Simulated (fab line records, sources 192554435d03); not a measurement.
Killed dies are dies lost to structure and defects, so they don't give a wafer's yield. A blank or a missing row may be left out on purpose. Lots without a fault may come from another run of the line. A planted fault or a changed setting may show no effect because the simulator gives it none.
fab line records | flow n5_finfet
record lots=7 wafers=21
route steps=1938 shown WELL_APT@24 PMOS_HMC_CHANNEL_EPI@59 FIN_SAQP@147 FIN_CUT@169 SD_EPI_N@263
start_h: hours from the record's first day to the start of the lot's first wafer shown | wait_h: hours since the lot's step before | " the same as in the row above | L1.1+2: a row that stands for several wafers | - no value, or no start given | * or withheld: withheld | < > ~ a bound
route shown NAME@n: a module of which the file shows steps, and the number in the route of the first | usual: mean/standard deviation of fault-free wafers | same: alike in all rows | chamber/n: place in a boat | sites: the reading at each site | _std_site: their standard deviation | _edge_site: outer sites' mean less inner sites' | radius_mm: how far each site lies from the wafer's centre | mask NAME#n: copy n | behind: the tool/chamber that last shaped the wafer | hold: why the lot was held/for how many hours/how that ended | device: the transistor (n, p or np) that didn't switch | end of line: the same wafers' tests at the end of the route | a step without rows: its recipe alone | killed: dies lost to structure and defects at the first sort, not the wafer's yield | map: a wafer's dies, x killed, . not, _ none there
set.NAME: the setting as run; set.NAME@STEP: as run at that earlier step | model.NAME: the simulator's own value behind a step, which no gauge read
lots whose settings were changed on purpose; a table a step, a row a wafer
## steps
# step N5_WELL_APT_EXPOSE_05
# recipe mask_id=NWELL na=0.8 source_shape=conventional sigma_outer=0.8 polarization=unpolarized defocus_nm=0 target_cd_nm=200 dose_mj=20.3
# columns lot.wafer tool chamber start_h wait_h mask set.dose_mj
L074.3+6 krf_scanner-01 0 13.66 - NWELL#0 20.3
L074.4 " 0 " " NWELL#0 19.72
L078.1+4 krf_scanner-01 0 37.51 - NWELL#0 19.69
L078.2 " 0 " " NWELL#0 20.3
L083.4+5+6 krf_scanner-01 0 67.40 - NWELL#0 20.3
L087.2+3+6 krf_scanner-02 0 91.66 - NWELL#0 20.3
L089.2+3 krf_scanner-02 0 103.64 - NWELL#0 19.78
L089.4 " 0 " " NWELL#0 20.3
L091.2+3+4 krf_scanner-02 0 115.52 - NWELL#0 20.3
L096.1+4+6 krf_scanner-01 0 147.52 - NWELL#0 20.3
# step N5_WELL_APT_PEB_06
# recipe peb_temp_c=130 peb_time_s=90
# step N5_WELL_APT_DEVELOP_07
# recipe develop_time_s=45 rinse_liquid=surfactant_rinse dry=air_spin dev_temp_c=21
# step N5_WELL_APT_HARDBAKE_12
# recipe temp_c=130 time_s=120
# step N5_WELL_APT_CD_MEAS_08
# recipe target_cd_nm=200 landing_energy_ev=500 detector=se_inlens
# usual cd_nm=200.6/1.6
# columns lot.wafer tool chamber start_h wait_h set.dose_mj@WELL_APT_EXPOSE_05 cd_nm
L074.3 cd_sem-02 0 13.82 - 20.3 198.1
L074.4 " 0 " " 19.72 192.7
L074.6 " 0 " " 20.3 199.6
L078.1 cd_sem-01 0 37.68 - 19.69 197.2
L078.2 " 0 " " 20.3 201.8
L078.4 " 0 " " 19.69 199.1
L083.4 cd_sem-03 0 67.56 - 20.3 199.7
L083.5 " 0 " " 20.3 198.6
L083.6 " 0 " " 20.3 199.6
L087.2 cd_sem-03 0 91.83 - 20.3 200.8
L087.3 " 0 " " 20.3 202.8
L087.6 " 0 " " 20.3 202.7
L089.2 cd_sem-02 0 103.81 - 19.78 196.2
L089.3 " 0 " " 19.78 195.7
L089.4 " 0 " " 20.3 199.5
L091.2 cd_sem-03 0 115.68 - 20.3 200.5
L091.3 " 0 " " 20.3 201.6
L091.4 " 0 " " 20.3 201.8
L096.1 cd_sem-01 0 147.69 - 20.3 202.6
L096.4 " 0 " " 20.3 202.1
L096.6 " 0 " " 20.3 202.2
# step N5_WELL_APT_DESCUM_13
# recipe chemistry=O2 time_s=7.9 source_power_w=50 bias_power_w=20 pressure_mtorr=20 rf_frequency_hz=2.712e+07 temp_c=40 o2_flow_sccm=225
# columns lot.wafer tool chamber start_h wait_h set.time_s set.dose_mj@WELL_APT_EXPOSE_05 model.WELL_APT.cd_nm
L074.3 rie_diel-06 2 14.21 0.3 7.9 20.3 198.2
L074.4 " 1 " " 8.637 19.72 192.7
L074.6 " 0 " " 7.9 20.3 199.3
L078.1 rie_diel-03 2 37.81 0.1 7.9 19.69 197.3
L078.2 " 1 " " 7.9 20.3 201.8
L078.4 " 3 " " 7.9 19.69 199
L083.4 rie_diel-06 1 67.64 0.0 7.9 20.3 199.7
L083.5 " 2 " " 6.612 20.3 198.1
L083.6 " 1 " " 7.9 20.3 199.4
L087.2 rie_diel-01 1 91.92 0.0 7.9 20.3 201
L087.3 " 0 " " 7.9 20.3 202.8
L087.6 " 3 " " 7.9 20.3 202.6
L089.2 rie_diel-06 2 103.89 0.0 6.805 19.78 196
L089.3 " 3 " " 6.805 19.78 195.3
L089.4 " 1 " " 7.9 20.3 199.6
L091.2 rie_diel-06 1 115.79 0.0 6.955 20.3 200.3
L091.3 " 3 " " 6.955 20.3 201.2
L091.4 " 2 " " 7.9 20.3 201.9
L096.1 rie_diel-06 0 147.79 0.0 7.9 20.3 202.7
L096.4+6 " 1 " " 7.9 20.3 202
# step N5_PMOS_HMC_CHANNEL_EPI_COAT_03
# recipe resist=CAR-ArF-block spin_rpm=1500 resist_thk_nm=205
# columns lot.wafer tool chamber start_h wait_h set.spin_rpm model.CAR-ArF-block_of_PMOS_HMC_CHANNEL_EPI_COAT_03.thk_nm
L074.3 litho_track-02 0 - - 1500 206
L074.4 " 0 " " 1623 197.7
L074.6 " 0 " " 1623 197.8
L078.1 litho_track-04 0 - - 1414 211.4
L078.2 " 0 " " 1414 211.3
L078.4 " 0 " " 1414 211.1
L083.4+6 litho_track-04 0 - - 1500 206.3
L083.5 " 0 " " 1500 206.6
L087.2 litho_track-04 0 - - 1500 204.6
L087.3 " 0 " " 1500 204.8
L087.6 " 0 " " 1500 204.9
L089.2 litho_track-04 0 - - 1500 204.3
L089.3 " 0 " " 1647 195.2
L089.4 " 0 " " 1647 195
L091.2 litho_track-01 0 - - 1500 205.1
L091.3+4 " 0 " " 1500 205.6
L096.1 litho_track-04 0 - - 1655 194.9
L096.4 " 0 " " 1655 194.8
L096.6 " 0 " " 1500 204.4
# step N5_PMOS_HMC_CHANNEL_EPI_PEB_07
# recipe peb_temp_c=110 peb_time_s=60 resist=CAR-ArF-block
# columns lot.wafer tool chamber start_h wait_h set.peb_time_s
L074.3+4+6 litho_track-04 0 17.63 0.0 53.32
L078.1+2+4 litho_track-01 0 41.54 0.1 60
L083.4+5+6 litho_track-02 0 71.13 0.0 60
L087.2+3+6 litho_track-02 0 95.33 0.0 60
L089.2+3+4 litho_track-02 0 107.55 0.0 71.43
L091.2+3+4 litho_track-01 0 119.32 0.0 60
L096.1 litho_track-02 0 150.93 0.1 60
L096.4+6 " 0 " " 67.8
# step N5_PMOS_HMC_CHANNEL_EPI_DEVELOP_08
# recipe develop_time_s=30 developer=TMAH resist=CAR-ArF-block dev_temp_c=23 rinse_liquid=diw dry=air_spin
# step N5_PMOS_HMC_CHANNEL_EPI_DESCUM_14
# recipe chemistry=O2 time_s=7.9 source_power_w=50 bias_power_w=20 pressure_mtorr=20 rf_frequency_hz=2.712e+07 temp_c=40 resist=CAR-ArF-block o2_flow_sccm=225
# step N5_PMOS_HMC_CHANNEL_EPI_ETCH_32
# recipe chemistry=N2/H2 target=BARC stop_on=SiO2 target_depth_a=858 over_etch_frac=0.3 time_s=50.3 ion_energy_ev=200 mask_material=CAR-ArF-block pressure_mtorr=30 source_w=840 bias_w=150 n2_flow_sccm=200 h2_flow_sccm=200
# columns lot.wafer tool chamber start_h wait_h set.spin_rpm@PMOS_HMC_CHANNEL_EPI_COAT_03 model.CAR-ArF-block_of_PMOS_HMC_CHANNEL_EPI_COAT_03.thk_nm
L074.3 rie_diel-05 3 17.82 0.0 1500 136.7
L074.4 " 0 " " 1623 126.4
L074.6 " 2 " " 1623 124
L078.1 rie_diel-05 3 42.25 0.0 1414 142
L078.2 " 0 " " 1414 139.2
L078.4 " 3 " " 1414 141.3
L083.4 rie_diel-05 3 71.43 0.0 1500 136.8
L083.5 " 0 " " 1500 134.9
L083.6 " 3 " " 1500 136.6
L087.2+3 rie_diel-02 0,3 95.52 0.0 1500 135.2
L087.6 " 0 " " 1500 135.6
L089.2 rie_diel-04 2 107.74 0.0 1500 132.8
L089.3 " 1 " " 1647 123.4
L089.4 " 0 " " 1647 126.6
L091.2 rie_diel-02 1 119.51 0.0 1500 135.1
L091.3 " 0 " " 1500 136.4
L091.4 " 2 " " 1500 132.9
L096.1 rie_diel-04 1 151.12 0.0 1655 123.6
L096.4 " 0 " " 1655 126.3
L096.6 " 1 " " 1500 132.4
# step N5_FIN_SAQP_FIN_ETCH_36
# recipe chemistry=HBr/Cl2/O2 target_depth_a=1200 mask_material=SiNx time_s=50.4 bias_w=102 pressure_mtorr=10 icp_w=800 HBr_flow_sccm=150 Cl2_flow_sccm=80 O2_flow_sccm=12
# columns lot.wafer tool chamber start_h wait_h set.icp_w model.FIN_SAQP.feature_depth_nm model.etch.depth_nm
L074.3 rie_si-04 0 27.13 0.0 800 121 120.9
L074.4 " 3 " " 800 118.6 118.7
L074.6 " 1 " " 931.7 131.6 131.6
L078.1 rie_si-03 3 50.66 0.0 800 119.4 119.4
L078.2 " 1 " " 800 122.2 122.2
L078.4 " 0 " " 800 120 120
L083.4 rie_si-04 1 80.55 0.0 800 120 119.9
L083.5 " 1 " " 800 120.4 120.3
L083.6 " 0 " " 800 121.6 121.7
L087.2 rie_si-03 2 105.20 0.0 800 120.8 120.7
L087.3 " 1 " " 800 122 122
L087.6 " 0 " " 800 120 120
L089.2 rie_si-03 3 117.95 0.0 800 120.8 120.7
L089.3 " 2 " " 800 123 123
L089.4 " 0 " " 800 121.6 121.6
L091.2 rie_si-05 2 129.26 0.0 800 117.2 117.2
L091.3 " 3 " " 726.3 116.2 116.1
L091.4 " 0 " " 800 118 118
L096.1 rie_si-05 3 161.02 0.0 800 121.2 121.1
L096.4 " 2 " " 921.2 125.6 125.6
L096.6 " 0 " " 800 119.8 119.8
# step N5_FIN_CUT_ETCH_21
# recipe chemistry=N2/H2 target=SOC target_depth_a=2190 overetch_a=438 mask_material=SiARC temp_c=40 ion_energy_ev=100 bias_w=61 time_s=523.5 pressure_mtorr=30 source_w=850 n2_flow_sccm=200 h2_flow_sccm=200
# usual rf_vpp_V=240.7/1.2
# columns lot.wafer tool chamber start_h wait_h set.bias_w rf_vpp_V
L074.3 rie_diel-02 2 27.91 0.0 57.34 232.5
L074.4 " 3 " " 57.34 231.1
L074.6 " 2 " " 61 241.9
L078.1 rie_diel-05 3 51.56 0.0 61 240.4
L078.2 " 2 " " 61 241.8
L078.4 " 0 " " 61 240.0
L083.4 rie_diel-02 3 81.32 0.0 57.84 233.0
L083.5 " 3 " " 61 240.4
L083.6 " 0 " " 61 240.1
L087.2 rie_diel-04 2 105.99 0.0 61 239.8
L087.3 " 1 " " 61 241.6
L087.6 " 0 " " 61 240.5
L089.2 rie_diel-05 1 118.75 0.0 61 241.9
L089.3 " 3 " " 69.65 260.1
L089.4 " 3 " " 61 239.8
L091.2 rie_diel-04 0 130.07 0.0 57.62 231.9
L091.3 " 1 " " 57.62 233.5
L091.4 " 0 " " 61 240.0
L096.1 rie_diel-04 1 161.79 0.0 70.32 264.9
L096.4 " 2 " " 70.32 262.2
L096.6 " 1 " " 70.32 264.5
# step N5_FIN_CUT_CUT_ETCH_26
# recipe chemistry=CH3F/O2 target=SiNx target_depth_a=390 mask_material=SOC time_s=55.7 pressure_mtorr=30 source_w=395 bias_w=73 Ar_flow_sccm=150 CH3F_flow_sccm=30 O2_flow_sccm=20 ion_energy_ev=120
# usual rf_vpp_V=298.9/2.6
# columns lot.wafer tool chamber start_h wait_h set.source_w rf_vpp_V
L074.3 rie_diel-02 2 28.25 0.0 395 302.2
L074.4 " 3 " " 395 299.5
L074.6 " 2 " " 395 300.6
L078.1 rie_diel-05 3 51.90 0.0 395 301.1
L078.2 " 2 " " 420.3 283.8
L078.4 " 0 " " 395 302.0
L083.4 rie_diel-02 3 81.66 0.0 395 300.0
L083.5 " 3 " " 395 298.7
L083.6 " 0 " " 395 300.6
L087.2 rie_diel-04 2 106.33 0.0 395 295.1
L087.3 " 1 " " 395 299.4
L087.6 " 0 " " 395 302.2
L089.2 rie_diel-05 1 119.10 0.0 395 297.5
L089.3 " 3 " " 453.4 281.7
L089.4 " 3 " " 395 301.7
L091.2 rie_diel-04 0 130.42 0.0 395 302.1
L091.3 " 1 " " 460.5 278.1
L091.4 " 0 " " 460.5 280.1
L096.1 rie_diel-04 1 162.13 0.0 395 299.3
L096.4 " 2 " " 413.5 289.3
L096.6 " 1 " " 413.5 293.9
# step N5_SD_EPI_N_COAT_33
# recipe resist=SiARC temp_c=220 time_s=60 spin_rpm=1500 resist_thk_nm=35
# columns lot.wafer tool chamber start_h wait_h set.spin_rpm model.SiARC_of_SD_EPI_N_COAT_33.thk_nm
L074.3 litho_track-02 0 - - 1500 35.2
L074.4+6 " 0 " " 1425 36.2
L078.1+4 litho_track-03 0 - - 1500 35
L078.2 " 0 " " 1500 35.2
L083.4 litho_track-02 0 - - 1500 35
L083.5+6 " 0 " " 1554 34.4
L087.2+3+6 litho_track-05 0 - - 1500 35.2
L089.2+3+4 litho_track-02 0 - - 1500 35
L091.2 litho_track-02 0 - - 1447 35.8
L091.3 " 0 " " 1500 35.2
L091.4 " 0 " " 1500 35
L096.1+4 litho_track-03 0 - - 1500 35.2
L096.6 " 0 " " 1624 33.8
# step N5_SD_EPI_N_PEB_07
# recipe peb_temp_c=110 peb_time_s=60 resist=CAR-ArF-block
# columns lot.wafer tool chamber start_h wait_h set.peb_temp_c
L074.3 litho_track-02 0 48.69 0.0 113
L074.4+6 " 0 " " 110
L078.1 litho_track-02 0 72.88 0.1 110
L078.2+4 " 0 " " 113.6
L083.4+6 litho_track-02 0 103.62 0.0 112.6
L083.5 " 0 " " 110
L087.2+3+6 litho_track-02 0 127.44 0.0 110
L089.2+3 litho_track-02 0 143.56 0.0 107.9
L089.4 " 0 " " 110
L091.2+4 litho_track-03 0 151.54 0.0 110
L091.3 " 0 " " 106.7
L096.1+6 litho_track-03 0 182.89 0.1 107.7
L096.4 " 0 " " 110
# step N5_SD_EPI_N_DEVELOP_08
# recipe develop_time_s=30 developer=TMAH resist=CAR-ArF-block dev_temp_c=23 rinse_liquid=diw dry=air_spin
# step N5_SD_EPI_N_CD_MEAS_09
# recipe target_cd_nm=120 landing_energy_ev=500 detector=se_inlens
# usual cd_nm=120.0/0.81
# columns lot.wafer tool chamber start_h wait_h set.peb_temp_c@SD_EPI_N_PEB_07 cd_nm
L074.3 cd_sem-02 0 48.75 - 113 128.1
L074.4 " 0 " " 110 120.0
L074.6 " 0 " " 110 119.4
L078.1 cd_sem-01 0 72.95 - 110 119.8
L078.2 " 0 " " 113.6 127.5
L078.4 " 0 " " 113.6 128.4
L083.4 cd_sem-01 0 103.69 - 112.6 125.4
L083.5 " 0 " " 110 118.9
L083.6 " 0 " " 112.6 125.2
L087.2 cd_sem-03 0 127.51 - 110 118.9
L087.3 " 0 " " 110 119.5
L087.6 " 0 " " 110 119.1
L089.2 cd_sem-03 0 143.63 - 107.9 112.8
L089.3 " 0 " " 107.9 113.5
L089.4 " 0 " " 110 119.7
L091.2 cd_sem-02 0 151.61 - 110 120.3
L091.3 " 0 " " 106.7 112.6
L091.4 " 0 " " 110 120.2
L096.1 cd_sem-01 0 182.96 - 107.7 112.8
L096.4 " 0 " " 110 120.4
L096.6 " 0 " " 107.7 114.4
# step N5_SD_EPI_N_DESCUM_14
# recipe chemistry=O2 time_s=7.9 source_power_w=50 bias_power_w=20 pressure_mtorr=20 rf_frequency_hz=2.712e+07 temp_c=40 resist=CAR-ArF-block o2_flow_sccm=225
# columns lot.wafer tool chamber start_h wait_h set.peb_temp_c@SD_EPI_N_PEB_07 model.SD_EPI_N.cd_nm
L074.3 rie_diel-03 2 48.84 0.0 113 127.6
L074.4 " 1 " " 110 119.8
L074.6 " 0 " " 110 119.4
L078.1 rie_diel-01 2 73.08 0.1 110 119.6
L078.2 " 1 " " 113.6 127.6
L078.4 " 3 " " 113.6 128.2
L083.4+6 rie_diel-01 0 103.77 0.0 112.6 125.4
L083.5 " 3 " " 110 119.2
L087.2 rie_diel-01 1 127.75 0.2 110 119
L087.3 " 0 " " 110 119.6
L087.6 " 3 " " 110 119.2
L089.2 rie_diel-03 2 144.14 0.5 107.9 112.6
L089.3 " 0 " " 107.9 113.2
L089.4 " 3 " " 110 119.4
L091.2+4 rie_diel-06 3,2 151.70 0.0 110 120.4
L091.3 " 1 " " 106.7 112.6
L096.1 rie_diel-06 1 183.14 0.1 107.7 113.2
L096.4 " 2 " " 110 120.6
L096.6 " 2 " " 107.7 114.2
# step N5_SD_EPI_N_ETCH_34
# recipe chemistry=CF4 target=SiARC target_depth_a=455 mask_material=CAR-ArF-block time_s=75.8 ion_energy_ev=80 pressure_mtorr=40 source_w=545 bias_w=36 Ar_flow_sccm=100 cf4_flow_sccm=100 ends=cleared
# columns lot.wafer tool chamber start_h wait_h set.spin_rpm@SD_EPI_N_COAT_33 model.CAR-ArF-block_of_SD_EPI_N_COAT_03.thk_nm model.etch.depth_nm
L074.3 rie_diel-03 2 48.87 0.0 1500 111.2 35.22
L074.4 " 1 " " 1425 110.4 36.18
L074.6 " 0 " " 1425 110.2 36.16
L078.1 rie_diel-01 2 73.11 0.0 1500 111.4 35.07
L078.2 " 1 " " 1500 111.2 35.18
L078.4 " 3 " " 1500 111 35.06
L083.4 rie_diel-01 0 103.81 0.0 1500 110.2 34.98
L083.5 " 3 " " 1554 111.2 34.39
L083.6 " 0 " " 1554 110.8 34.36
L087.2 rie_diel-01 1 127.78 0.0 1500 111.4 35.17
L087.3 " 0 " " 1500 111.2 35.23
L087.6 " 3 " " 1500 111.4 35.15
L089.2 rie_diel-03 2 144.18 0.0 1500 111.2 34.92
L089.3 " 0 " " 1500 111.2 35.05
L089.4 " 3 " " 1500 110.8 35.01
L091.2 rie_diel-06 3 151.73 0.0 1447 109.8 35.73
L091.3 " 1 " " 1500 110.6 35.15
L091.4 " 2 " " 1500 111 35.06
L096.1 rie_diel-06 1 183.17 0.0 1500 110.8 35.21
L096.4 " 2 " " 1500 111 35.14
L096.6 " 2 " " 1624 112.4 33.79
# step N5_SD_EPI_N_ETCH_35
# recipe chemistry=N2/H2 target=SOC overetch_a=1080 mask_material=SiARC temp_c=40 ion_energy_ev=100 source_w=3000 bias_w=133 pressure_mtorr=20 time_s=486 n2_flow_sccm=200 h2_flow_sccm=200
# columns lot.wafer tool chamber start_h wait_h set.peb_temp_c@SD_EPI_N_PEB_07 model.SD_EPI_N.cd_nm
L074.3 rie_diel-03 2 48.93 0.0 113 128
L074.4 " 1 " " 110 118.8
L074.6 " 0 " " 110 119.2
L078.1 rie_diel-01 2 73.17 0.0 110 118.4
L078.2 " 1 " " 113.6 127
L078.4 " 3 " " 113.6 128.2
L083.4 rie_diel-01 0 103.86 0.0 112.6 125.6
L083.5 " 3 " " 110 120.6
L083.6 " 0 " " 112.6 125.2
L087.2 rie_diel-01 1 127.84 0.0 110 117.8
L087.3 " 0 " " 110 119.4
L087.6 " 3 " " 110 119
L089.2 rie_diel-03 2 144.24 0.0 107.9 113.6
L089.3 " 0 " " 107.9 112.8
L089.4 " 3 " " 110 119.2
L091.2+4 rie_diel-06 3,2 151.79 0.0 110 121
L091.3 " 1 " " 106.7 114.8
L096.1 rie_diel-06 1 183.23 0.0 107.7 114.6
L096.4 " 2 " " 110 120.4
L096.6 " 2 " " 107.7 114
# step N5_SD_EPI_N_STRIP_36
# recipe chemistry=N2/H2 temp_c=40 n2_flow_sccm=200 h2_flow_sccm=200 rf_frequency_hz=6e+07
# step N5_SD_EPI_N_ETCHBACK_44
# recipe chemistry=CH3F/O2 mode=anisotropic_etchback target=SiNx target_depth_a=145 stop_on=SiO2 over_etch_frac=0.3 ion_energy_ev=120 pressure_mtorr=30 source_w=395 bias_w=73 Ar_flow_sccm=150 CH3F_flow_sccm=30 O2_flow_sccm=20
# step N5_SD_EPI_N_ETCH_45
# recipe chemistry=CH3F/O2 target=SiOCN target_depth_a=60 mask_material=SOC ion_energy_ev=60 bias_w=29 pressure_mtorr=15 source_w=410 Ar_flow_sccm=150 CH3F_flow_sccm=30 O2_flow_sccm=20
# step N5_SD_EPI_N_ETCH_16
# recipe chemistry=CHF3/O2 target=SiO2 target_depth_a=50 mask_material=SOC pressure_mtorr=30 source_w=650 bias_w=170 Ar_flow_sccm=200 CHF3_flow_sccm=50 O2_flow_sccm=5 ion_energy_ev=200
# columns lot.wafer tool chamber start_h wait_h set.peb_temp_c@SD_EPI_N_PEB_07 model.SD_EPI_N.cd_nm
L074.3 rie_diel-03 2 49.45 0.1 113 128
L074.4 " 1 " " 110 118.8
L074.6 " 0 " " 110 119
L078.1 rie_diel-01 2 73.69 0.1 110 118.6
L078.2 " 1 " " 113.6 126.8
L078.4 " 3 " " 113.6 128.2
L083.4 rie_diel-01 0 104.39 0.1 112.6 125.2
L083.5 " 3 " " 110 120.4
L083.6 " 0 " " 112.6 125
L087.2 rie_diel-01 1 128.36 0.1 110 117.8
L087.3 " 0 " " 110 119.2
L087.6 " 3 " " 110 118.8
L089.2 rie_diel-03 2 144.76 0.1 107.9 113.6
L089.3 " 0 " " 107.9 112.8
L089.4 " 3 " " 110 119
L091.2+4 rie_diel-06 3,2 152.31 0.1 110 120.8
L091.3 " 1 " " 106.7 114.6
L096.1 rie_diel-06 1 183.75 0.1 107.7 114.6
L096.4 " 2 " " 110 120.4
L096.6 " 2 " " 107.7 114
## key
split step=N5_WELL_APT_EXPOSE_05 setting=dose_mj stated=20.3 by=wafer
response step=N5_WELL_APT_CD_MEAS_08 reading=cd_nm change=+1.58 per=1% r=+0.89
response step=N5_WELL_APT_DESCUM_13 reading=model.WELL_APT.cd_nm change=+1.61 per=1% r=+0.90
split step=N5_WELL_APT_DESCUM_13 setting=time_s stated=7.9 by=wafer
response none clear
split step=N5_PMOS_HMC_CHANNEL_EPI_COAT_03 setting=spin_rpm stated=1500 by=wafer
response step=N5_PMOS_HMC_CHANNEL_EPI_COAT_03 reading=model.CAR-ArF-block_of_PMOS_HMC_CHANNEL_EPI_COAT_03.thk_nm change=-0.951 per=1% r=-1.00
response step=N5_PMOS_HMC_CHANNEL_EPI_ETCH_32 reading=model.CAR-ArF-block_of_PMOS_HMC_CHANNEL_EPI_COAT_03.thk_nm change=-0.919 per=1% r=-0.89
split step=N5_PMOS_HMC_CHANNEL_EPI_PEB_07 setting=peb_time_s stated=60 by=wafer
response none clear
split step=N5_FIN_SAQP_FIN_ETCH_36 setting=icp_w stated=800 by=wafer
response step=N5_FIN_SAQP_FIN_ETCH_36 reading=model.FIN_SAQP.feature_depth_nm change=+0.486 per=1% r=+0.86
response step=N5_FIN_SAQP_FIN_ETCH_36 reading=model.etch.depth_nm change=+0.489 per=1% r=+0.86
split step=N5_FIN_CUT_ETCH_21 setting=bias_w stated=61 by=wafer
response step=N5_FIN_CUT_ETCH_21 reading=rf_vpp_V change=+1.4 per=1% r=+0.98
split step=N5_FIN_CUT_CUT_ETCH_26 setting=source_w stated=395 by=wafer
response step=N5_FIN_CUT_CUT_ETCH_26 reading=rf_vpp_V change=-1.43 per=1% r=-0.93
split step=N5_SD_EPI_N_COAT_33 setting=spin_rpm stated=1500 by=wafer
response step=N5_SD_EPI_N_COAT_33 reading=model.SiARC_of_SD_EPI_N_COAT_33.thk_nm change=-0.179 per=1% r=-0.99
response step=N5_SD_EPI_N_ETCH_34 reading=model.CAR-ArF-block_of_SD_EPI_N_COAT_03.thk_nm change=+0.196 per=1% r=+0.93
response step=N5_SD_EPI_N_ETCH_34 reading=model.etch.depth_nm change=-0.174 per=1% r=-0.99
split step=N5_SD_EPI_N_PEB_07 setting=peb_temp_c stated=110 by=wafer
response step=N5_SD_EPI_N_CD_MEAS_09 reading=cd_nm change=+2.8 per=1% r=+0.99
response step=N5_SD_EPI_N_DESCUM_14 reading=model.SD_EPI_N.cd_nm change=+2.79 per=1% r=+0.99
response step=N5_SD_EPI_N_ETCH_35 reading=model.SD_EPI_N.cd_nm change=+2.67 per=1% r=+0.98
response step=N5_SD_EPI_N_ETCH_16 reading=model.SD_EPI_N.cd_nm change=+2.64 per=1% r=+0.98
